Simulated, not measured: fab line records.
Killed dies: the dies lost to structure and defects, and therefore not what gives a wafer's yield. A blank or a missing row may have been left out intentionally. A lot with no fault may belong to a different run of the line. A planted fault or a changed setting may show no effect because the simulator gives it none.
fab line records    flow n5-finfet
record lots=12  wafers=32  last-day=17
route steps=1938 shown BEOL_M15@1817 MIM_BOT@1832 MIM_BOT_ETCH@1866 TV_LITHO@1885 PASSIVATION@1936
lots untouched by any fault: they come from a run of this same line in which no faults occurred
start-h: hours from the record's first day to the start of the lot's first wafer shown    wait-h: time in hours since the lot's previous step    " same as the row above    L1.1+2: a single row standing in for several wafers    - no value present, or no start provided    * or withheld: withheld    < > ~ a bound
route shown NAME@n: names a module that has steps shown in the file, with the first one's number in the route    usual: the fault-free wafers' mean and standard deviation    same: alike in all rows    chamber/n: place in a boat    sites: each site's reading    _std_site: their standard deviation    _edge_site: the outer-site mean with the inner-site mean subtracted    radius-mm: for every site, how far away it sits from the centre of the wafer    mask NAME#n: copy n    behind: the most recent tool/chamber to have shaped the wafer    hold: why the lot was held/for how many hours/how that ended    device: whichever transistor did not switch (one of n, p or np)    end of line: at the end of the route, the tests of the same wafers    a step given without rows: its recipe and nothing more    killed: not the wafer's yield, but the dies lost to structure and defects at the first sort    map: the dies of a wafer, with x for killed, . for not killed, _ for no die there
set.NAME: the run value of the setting; set.NAME@STEP: its run value at that earlier step    model.NAME: the simulator's own value behind a step, which no gauge read
one table for each step of the route and one row for each wafer, over a sample of lots
services: from which hour (start-h, from the record's first day; less than 0 if before it) a tool's chamber was out of use, for how many hours, and why
## steps
# step N5_BEOL_M15_DEGAS_41
# recipe ambient=vacuum  temp-c=300  time-s=60
# usual heater-power-w=463/32
lot.wafer  tool            chamber  start-h  wait-h  heater-power-w
L956.4     pvd-sputter-03  -        239.46   0.2     483
L956.6     "               -        "        "       460
L957.2     pvd-sputter-03  -        264.39   0.4     497
L957.5     "               -        "        "       497
L960.2     pvd-sputter-03  -        267.66   0.6     445
L960.3     "               -        "        "       486
L960.6     "               -        "        "       449
L959.1     pvd-sputter-02  -        274.26   0.5     404
L959.2     "               -        "        "       475
L959.6     "               -        "        "       519
L961.2     pvd-sputter-03  -        280.39   0.3     455
L961.3     "               -        "        "       461
L961.6     "               -        "        "       458
L962.2     pvd-sputter-01  -        286.23   0.3     506
L962.5     "               -        "        "       494
L962.6     "               -        "        "       432
L963.1     pvd-sputter-03  -        292.66   0.3     461
L963.3     "               -        "        "       462
L963.4     "               -        "        "       482
L965.3     pvd-sputter-01  -        312.11   0.1     495
L965.6     "               -        "        "       424
L968.3     pvd-sputter-01  -        331.45   0.3     501
L968.6     "               -        "        "       430
L972.1     pvd-sputter-03  -        348.48   0.3     488
L972.2     "               -        "        "       459
L972.6     "               -        "        "       450
L976.4     pvd-sputter-01  -        379.54   0.9     427
L976.5     "               -        "        "       442
L976.6     "               -        "        "       497
L977.4     pvd-sputter-03  -        384.63   0.3     481
L977.5     "               -        "        "       455
L977.6     "               -        "        "       474
# step N5_BEOL_M15_PRE_CLEAN_42
# recipe gas=H2/He  time-s=30  temp-c=300
# usual heater-power-w=462/30
lot.wafer  tool            chamber  start-h  wait-h  heater-power-w
L956.4     pvd-sputter-03  -        239.50   0.0     489
L956.6     "               -        "        "       464
L957.2     pvd-sputter-03  -        264.43   0.0     496
L957.5     "               -        "        "       494
L960.2     pvd-sputter-03  -        267.70   0.0     451
L960.3     "               -        "        "       470
L960.6     "               -        "        "       455
L959.1     pvd-sputter-02  -        274.30   0.0     402
L959.2     "               -        "        "       474
L959.6     "               -        "        "       507
L961.2     pvd-sputter-03  -        280.43   0.0     448
L961.3     "               -        "        "       449
L961.6     "               -        "        "       458
L962.2     pvd-sputter-01  -        286.27   0.0     490
L962.5     "               -        "        "       480
L962.6     "               -        "        "       448
L963.1     pvd-sputter-03  -        292.70   0.0     443
L963.3     "               -        "        "       442
L963.4     "               -        "        "       473
L965.3     pvd-sputter-01  -        312.15   0.0     492
L965.6     "               -        "        "       418
L968.3     pvd-sputter-01  -        331.49   0.0     511
L968.6     "               -        "        "       443
L972.1     pvd-sputter-03  -        348.52   0.0     476
L972.2     "               -        "        "       458
L972.6     "               -        "        "       453
L976.4     pvd-sputter-01  -        379.58   0.0     426
L976.5     "               -        "        "       428
L976.6     "               -        "        "       494
L977.4     pvd-sputter-03  -        384.67   0.0     498
L977.5     "               -        "        "       449
L977.6     "               -        "        "       468
# step N5_MIM_BOT_DEGAS_01
# recipe ambient=vacuum  temp-c=300  time-s=60
# usual heater-power-w=460/34
lot.wafer  tool            chamber  start-h  wait-h  heater-power-w
L956.4     pvd-sputter-01  -        242.50   0.4     434
L956.6     "               -        "        "       486
L957.2     pvd-sputter-03  -        268.06   1.0     448
L957.5     "               -        "        "       454
L960.2     pvd-sputter-03  -        272.32   1.8     456
L960.3     "               -        "        "       458
L960.6     "               -        "        "       487
L959.1     pvd-sputter-02  -        278.27   1.3     510
L959.2     "               -        "        "       470
L959.6     "               -        "        "       506
L961.2     pvd-sputter-03  -        285.90   3.0     477
L961.3     "               -        "        "       448
L961.6     "               -        "        "       450
L962.2     pvd-sputter-01  -        289.21   0.6     445
L962.5     "               -        "        "       429
L962.6     "               -        "        "       489
L963.1     pvd-sputter-02  -        295.44   0.3     426
L963.3     "               -        "        "       510
L963.4     "               -        "        "       401
L965.3     pvd-sputter-01  -        315.42   0.7     495
L965.6     "               -        "        "       436
L968.3     pvd-sputter-02  -        334.84   1.0     418
L968.6     "               -        "        "       404
L972.1     pvd-sputter-02  -        351.81   0.4     390
L972.2     "               -        "        "       483
L972.6     "               -        "        "       407
L976.4     pvd-sputter-03  -        383.97   2.1     486
L976.5     "               -        "        "       499
L976.6     "               -        "        "       437
L977.4     pvd-sputter-03  -        387.89   0.6     493
L977.5     "               -        "        "       496
L977.6     "               -        "        "       485
# step N5_MIM_BOT_ETCH_ETCH_04
# recipe chemistry=CF4/O2  target=SiNx  target-depth-a=260  time-s=13  ion-energy-ev=100  pressure-mtorr=40  source-w=535  bias-w=49  Ar_flow_sccm=100  cf4-flow-sccm=100  O2_flow_sccm=10
# usual O2_flow_sccm=9.999/0.028  drypump-motor-current-A=5.6/0.43  oes-product-au=0.81/0.083  rf-fwd-power-W=531.8/1.8  rf-vpp-V=241/6.2  showerhead-plenum-p-Torr=2.19/0.046  throttle-valve-pct=16.03/0.19
lot.wafer  tool         chamber  start-h  wait-h  O2_flow_sccm  drypump-motor-current-A  oes-product-au  rf-fwd-power-W  rf-hours-counter-h  rf-vpp-V  showerhead-plenum-p-Torr  throttle-valve-pct
L956.4     rie-diel-03  2        244.58   0.0     10.002        5.3                      1.02            530.0           2                   245       2.25                      15.85
L956.6     "            3        "        "       9.973         5.5                      0.88            530.1           -                   243       2.24                      15.93
L957.2     rie-diel-04  3        270.61   0.0     9.954         6.3                      0.98            535.1           7                   246       2.24                      15.61
L957.5     "            1        "        "       10.042        5.3                      0.82            532.8           -                   244       2.15                      16.19
L960.2     rie-diel-05  1        274.74   0.0     10.025        5.3                      0.86            533.1           50                  231       2.24                      16.06
L960.3     "            2        "        "       9.960         5.3                      0.71            533.6           147                 238       2.19                      15.92
L960.6     "            3        "        "       9.997         5.8                      0.69            532.6           -                   238       2.19                      16.43
L959.1     rie-diel-04  3        281.53   0.0     9.990         6.3                      0.97            532.0           10                  246       2.24                      15.63
L959.2     "            1        "        "       10.005        5.3                      0.81            531.4           84                  243       2.15                      16.20
L959.6     "            1        "        "       10.006        5.3                      0.80            529.0           -                   244       2.15                      16.19
L961.2     rie-diel-04  3        288.49   0.0     9.998         6.3                      0.96            531.0           13                  245       2.24                      15.62
L961.3     "            1        "        "       9.982         5.3                      0.80            533.5           87                  244       2.15                      16.19
L961.6     "            0        "        "       10.008        4.8                      0.81            530.0           -                   244       2.22                      15.91
L962.2     rie-diel-03  2        292.28   0.0     9.991         5.3                      0.96            530.7           17                  245       2.24                      15.88
L962.5     "            3        "        "       10.019        5.4                      0.86            531.3           -                   243       2.23                      15.96
L962.6     "            0        "        "       10.014        5.8                      0.87            527.1           -                   233       2.18                      15.87
L963.1     rie-diel-04  0        298.23   0.0     10.021        4.8                      0.81            531.8           117                 244       2.22                      15.92
L963.3     "            1        "        "       10.021        5.3                      0.80            533.2           90                  245       2.14                      16.21
L963.4     "            2        "        "       9.992         5.5                      0.86            532.7           68                  237       2.12                      15.99
L965.3     rie-diel-04  2        317.52   0.0     9.976         5.5                      0.84            530.0           75                  237       2.12                      16.00
L965.6     "            2        "        "       9.972         5.5                      0.84            531.0           -                   237       2.12                      16.00
L968.3     rie-diel-05  0        337.63   0.0     9.992         6.0                      0.66            532.2           241                 233       2.08                      16.19
L968.6     "            0        "        "       9.994         6.0                      0.66            530.4           -                   233       2.08                      16.20
L972.1     rie-diel-05  2        355.79   0.0     10.017        5.3                      0.70            535.6           172                 237       2.18                      15.97
L972.2     "            1        "        "       10.040        5.3                      0.83            529.0           76                  232       2.23                      16.12
L972.6     "            3        "        "       9.992         5.8                      0.67            531.6           -                   237       2.18                      16.50
L976.4     rie-diel-04  2        386.41   0.0     9.966         5.5                      0.82            531.2           -                   238       2.11                      16.05
L976.5     "            1        "        "       10.004        5.3                      0.77            534.1           -                   244       2.13                      16.26
L976.6     "            0        "        "       10.037        4.8                      0.78            532.0           -                   243       2.21                      15.98
L977.4     rie-diel-04  0        392.44   0.0     9.989         4.8                      0.78            534.4           151                 245       2.21                      16.02
L977.5     "            2        "        "       9.975         5.5                      0.82            531.3           -                   235       2.11                      16.04
L977.6     "            1        "        "       9.966         5.3                      0.77            531.1           -                   243       2.13                      16.25
# step N5_PASSIVATION_INSPECT_61
# recipe mode=adi  inspect-instrument=macro
# usual raw-defect-count=1.9/1.5
lot.wafer  tool               chamber  start-h  wait-h  raw-defect-count
L956.4     defect-inspect-02  -        246.53   0.0     3
L956.6     "                  -        "        "       1
L957.2     defect-inspect-01  -        271.88   0.0     0
L957.5     "                  -        "        "       1
L960.2     defect-inspect-01  -        279.38   0.0     2
L960.3     "                  -        "        "       0
L960.6     "                  -        "        "       1
L959.1     defect-inspect-02  -        285.52   0.0     2
L959.2     "                  -        "        "       4
L959.6     "                  -        "        "       1
L961.2     defect-inspect-02  -        291.25   0.0     1
L961.3     "                  -        "        "       6
L961.6     "                  -        "        "       2
L962.2     defect-inspect-01  -        293.67   0.0     1
L962.5     "                  -        "        "       1
L962.6     "                  -        "        "       1
L963.1     defect-inspect-02  -        299.51   0.0     1
L963.3     "                  -        "        "       1
L963.4     "                  -        "        "       3
L965.3     defect-inspect-01  -        318.88   0.0     1
L965.6     "                  -        "        "       1
L968.3     defect-inspect-02  -        341.86   0.0     2
L968.6     "                  -        "        "       1
L972.1     defect-inspect-01  -        357.97   0.0     0
L972.2     "                  -        "        "       2
L972.6     "                  -        "        "       2
L976.4     defect-inspect-01  -        390.28   0.0     >300
L976.5     "                  -        "        "       >300
L976.6     "                  -        "        "       >300
L977.4     defect-inspect-01  -        393.97   0.0     >300
L977.5     "                  -        "        "       >300
L977.6     "                  -        "        "       >300
# step N5_PASSIVATION_PROBE_49
# usual defect-limited-yield=91.3/1.5  killed_at_M0_to_M3=33/12  killed_at_M4_up=15/5.2  killed-at-contacts=12/5.1  killed-at-front-end=39/11  killed-at-other=5/3.6  killed-dies=103/18  killed-open=67/13  killed-short=33/7.8  sort_bin_5_function=5.1/0.96  sort_bin_6_memory=3.2/0.71  sort_bin_8_speed=0.01/0.063  sort-n-pass=1077/18  sort-yield-pct=91.3/1.5
# same gross-dies=1180  killed-at-back-side=0  sort_bin_4_leakage[%]=0
lot.wafer  tool       chamber  start-h  wait-h  defect-limited-yield[%]  killed_at_M0_to_M3  killed_at_M4_up  killed-at-contacts  killed-at-front-end  killed-at-other  killed-dies  killed-open  killed-short  sort_bin_5_function[%]  sort_bin_6_memory[%]  sort_bin_8_speed[%]  sort-n-pass  sort-yield-pct[%]
L976.4     prober-02  -        397.60   0.2     80.5                     18                  19               9                   44                   140              230          48           31            11.4                    5.0                   0                    950          80.5
L976.5     prober-02  -        397.65   0.2     79.7                     34                  15               4                   46                   141              240          64           34            13.1                    3.5                   0                    940          79.7
L976.6     prober-02  -        397.70   0.3     79.9                     23                  16               8                   47                   143              237          53           36            11.8                    4.1                   0                    943          79.9
L977.4     prober-01  -        401.02   0.2     79.7                     28                  3                7                   54                   148              240          47           35            13.1                    3.9                   0                    940          79.7
L977.5     prober-01  -        401.07   0.2     81.6                     22                  13               6                   37                   139              217          51           32            11.1                    4.0                   0                    963          81.6
L977.6     prober-01  -        401.12   0.3     78.1                     40                  9                17                  41                   151              258          78           32            13.2                    5.1                   0                    922          78.1
# killed by level:class
L976.4 MIM_BOT_ETCH:unspecified=138 FIN_SAQP:geometric-particle:short=8 BEOL_M4:geometric-particle:open=8 DUMMY_GATE:geometric-particle:open=7 HKMG_FIN:area-etch=7 MOL_CONTACT_COAG:geometric-particle:open=6 BEOL_M2:geometric-particle:open=5 STI_FIN_REVEAL:geometric-particle:open=4
L976.5 MIM_BOT_ETCH:unspecified=138 GATE_CUT:geometric-particle:short=11 FIN_SAQP:geometric-particle:short=8 STI_FIN_REVEAL:geometric-particle:open=8 BEOL_M0_SAQP:geometric-particle:short=7 BEOL_M2:geometric-particle:open=7 BEOL_M3:geometric-particle:open=7 DUMMY_GATE:geometric-particle:open=6
L976.6 MIM_BOT_ETCH:unspecified=139 FIN_SAQP:geometric-particle:short=9 BEOL_M2:geometric-particle:open=9 MOL_CONTACT_COAG:geometric-particle:open=7 FIN_SAQP:geometric-particle:open=6 STI_FIN_REVEAL:geometric-particle:open=6 GATE_CUT:geometric-particle:short=6 HKMG_FIN:area-etch=6
L977.4 MIM_BOT_ETCH:unspecified=145 FIN_SAQP:geometric-particle:short=13 STI_FIN_REVEAL:geometric-particle:open=12 HKMG_FIN:area-etch=10 FIN_SAQP:geometric-particle:open=9 BEOL_M0_SAQP:geometric-particle:short=7 BEOL_M3:geometric-particle:open=7 BEOL_M0_SAQP:geometric-particle:open=7
L977.5 MIM_BOT_ETCH:unspecified=132 STI_FIN_REVEAL:geometric-particle:open=8 FIN_SAQP:geometric-particle:short=6 MOL_CONTACT_COAG:geometric-particle:open=6 BEOL_M3:geometric-particle:open=6 FIN_SAQP:geometric-particle:open=5 STARTING-WAFER:geometric-particle:short=5 GATE_CUT:geometric-particle:short=4
L977.6 MIM_BOT_ETCH:unspecified=142 MOL_CONTACT_COAG:geometric-particle:open=12 BEOL_M2:geometric-particle:open=12 STI_FIN_REVEAL:geometric-particle:open=9 FIN_SAQP:geometric-particle:open=6 BEOL_M1:geometric-particle:open=6 BEOL_M3:geometric-particle:open=6 BEOL_M0_SAQP:geometric-particle:open=5
## services
tool            chamber  start-h  hours  kind
rie-diel-04     3        229.79   -      clean
rie-diel-04     3        229.79   -      consumable-replace:focus-ring
rie-diel-04     3        229.79   18.8   scheduled-down
rie-diel-04     3        229.79   18.8   vent-cycle
rie-diel-05     3        257.16   2.8    repair
rie-diel-04     2        277.62   3.7    repair
pvd-sputter-01  -        301.73   2.1    repair
pvd-sputter-01  -        310.66   1.0    repair
rie-diel-05     -        312.87   0.5    repair
rie-diel-05     -        314.04   0.3    repair
pvd-sputter-01  -        328.15   1.8    repair
rie-diel-03     3        328.53   19.9   repair
rie-diel-05     1        338.88   7.3    repair
rie-diel-05     2        346.91   6.7    repair
rie-diel-05     0        355.48   -      clean
rie-diel-05     0        355.48   -      consumable-replace:focus-ring
rie-diel-05     0        355.48   -      consumable-replace:showerhead
rie-diel-05     0        355.48   24.1   scheduled-down
rie-diel-05     0        355.48   24.1   vent-cycle
rie-diel-04     3        384.80   2.1    repair
rie-diel-03     0        384.97   14.7   repair
rie-diel-05     3        385.29   -      clean
rie-diel-05     3        385.29   -      consumable-replace:focus-ring
rie-diel-05     3        385.29   14.3   scheduled-down
## key
first-sign step=N5_PASSIVATION_INSPECT_61  reading=raw-defect-count  direction=up  sigmas=99+  usual=1.9  struck=>300
effect step=N5_PASSIVATION_PROBE_49  reading=killed-at-other  direction=up  sigmas=39  usual=5  struck=144
more-kills-born-at N5_MIM_BOT_ETCH_ETCH_04@rie-diel-04=834
met-at N5_MIM_BOT_ETCH_ETCH_04
struck-lots L976,L977
baseline-loss step=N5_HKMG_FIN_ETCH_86  wafers=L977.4
not-acting-at N5_BEOL_M15_DEGAS_41,N5_BEOL_M15_PRE_CLEAN_42,N5_MIM_BOT_DEGAS_01
onset-between 317.52 386.41
also-fits time
fault kind=chamber-particle-source  tool=rie-diel-04  chamber=-  onset-h=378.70  steps=N5_MIM_BOT_ETCH_ETCH_04  rate-per-visit-cm2=1.1868  end-h=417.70
# baseline-loss: these wafers lose ten dies or more at that step, a loss of the line's own and not of a fault; the sort's usual values leave them out
